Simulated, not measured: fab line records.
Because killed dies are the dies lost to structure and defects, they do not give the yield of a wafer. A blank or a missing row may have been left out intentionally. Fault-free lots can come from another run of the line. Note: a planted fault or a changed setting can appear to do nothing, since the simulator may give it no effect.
Matching of chambers | flow n5Finfet | N5_BEOL_M8_DEP_56 on pecvd-02 has 3 sister chambers
The step deposits SiCN from 3MS/NH3, target thk 10 nm, time 17.5 s. 20 wafers are shown with their chamber, then 10 later ones without.

## WAFERS PAIRED WITH THEIR CHAMBERS
wafer  | chamber | showerheadPlenumPTorr (Torr) | rfFwdPowerW (W) | throttleValvePct (%)
L075.3 | 2       | 3.668                        | 200.1           | 8.6
L075.4 | 1       | 3.644                        | 197.9           | 8.9
L075.6 | 0       | 3.671                        | 199.4           | 8.6
L077.1 | 2       | 3.669                        | 199.9           | 8.5
L077.2 | 1       | 3.637                        | 198.3           | 9.2
L077.3 | 0       | 3.667                        | 198.7           | 8.9
L076.1 | 0       | 3.664                        | 199.6           | 8.4
L076.3 | 1       | 3.647                        | 198.8           | 9.0
L076.5 | 0       | 3.662                        | 200.4           | 8.8
L078.1 | 0       | 3.655                        | 199.6           | 8.5
L078.5 | 2       | 3.667                        | 199.1           | 8.7
L078.6 | 1       | 3.636                        | 198.2           | 9.3
L081.3 | 2       | 3.673                        | 199.0           | 8.5
L081.4 | 1       | 3.633                        | 198.3           | 8.5
L081.5 | 0       | 3.668                        | 199.2           | 8.6
L084.1 | 0       | 3.646                        | 200.7           | 8.7
L084.3 | 0       | 3.664                        | 200.2           | 8.8
L084.5 | 2       | 3.661                        | 198.8           | 8.8
L087.1 | 0       | 3.657                        | 200.1           | 8.8
L087.4 | 2       | 3.667                        | 198.4           | 8.7

SIGNATURES (means of the wafers above)
reading               | chamber 0 | chamber 1 | chamber 2 | scatter within a chamber
showerheadPlenumPTorr | 3.66156   | 3.63940   | 3.66750   | 0.00638
rfFwdPowerW           | 199.767   | 198.300   | 199.217   | 0.584
throttleValvePct      | 8.678     | 8.980     | 8.633     | 0.2
Rule: distance of a wafer from a chamber = root of the sum over the readings of ((wafer's reading minus chamber's mean) / reading's scatter) squared. If the next closest chamber is less than 2 further off than the closest, the wafer can't be placed; otherwise it belongs to the closest. The scatter is the square root of a quotient: the sum, over the shown wafers, of each reading's squared deviation from its chamber's mean, divided by wafers minus chambers.

## WAFERS WITHOUT THEIR CHAMBER
wafer  | showerheadPlenumPTorr (Torr) | rfFwdPowerW (W) | throttleValvePct (%)
L087.5 | 3.640                        | 197.7           | 8.9
L093.1 | 3.668                        | 199.8           | 8.6
L093.2 | 3.667                        | 199.8           | 8.9
L093.6 | 3.666                        | 199.2           | 8.5
L095.1 | 3.670                        | 199.1           | 8.7
L095.3 | 3.663                        | 198.3           | 9.0
L095.4 | 3.667                        | 198.5           | 8.8
L097.2 | 3.671                        | 200.0           | 8.6
L097.3 | 3.657                        | 199.2           | 8.5
L097.5 | 3.645                        | 198.1           | 8.9

## WHICH CHAMBER EACH ONE RAN IN
wafer  | from the rows above          | in truth
L087.5 | 1                            | 1
L093.1 | can't be placed: 2 or 0      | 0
L093.2 | can't be placed: 0 or 2      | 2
L093.6 | can't be placed: 2 or 0      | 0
L095.1 | can't be placed: 2 or 0      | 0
L095.3 | can't be placed: 2 or 0 or 1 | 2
L095.4 | can't be placed: 2 or 0      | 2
L097.2 | can't be placed: 2 or 0      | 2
L097.3 | can't be placed: 0 or 2      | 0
L097.5 | 1                            | 1
Correct placement for 2 of the 10. Cannot be placed on the basis of these rows: 8; the candidates contain the true chamber in 8. Number placed wrongly: 0.
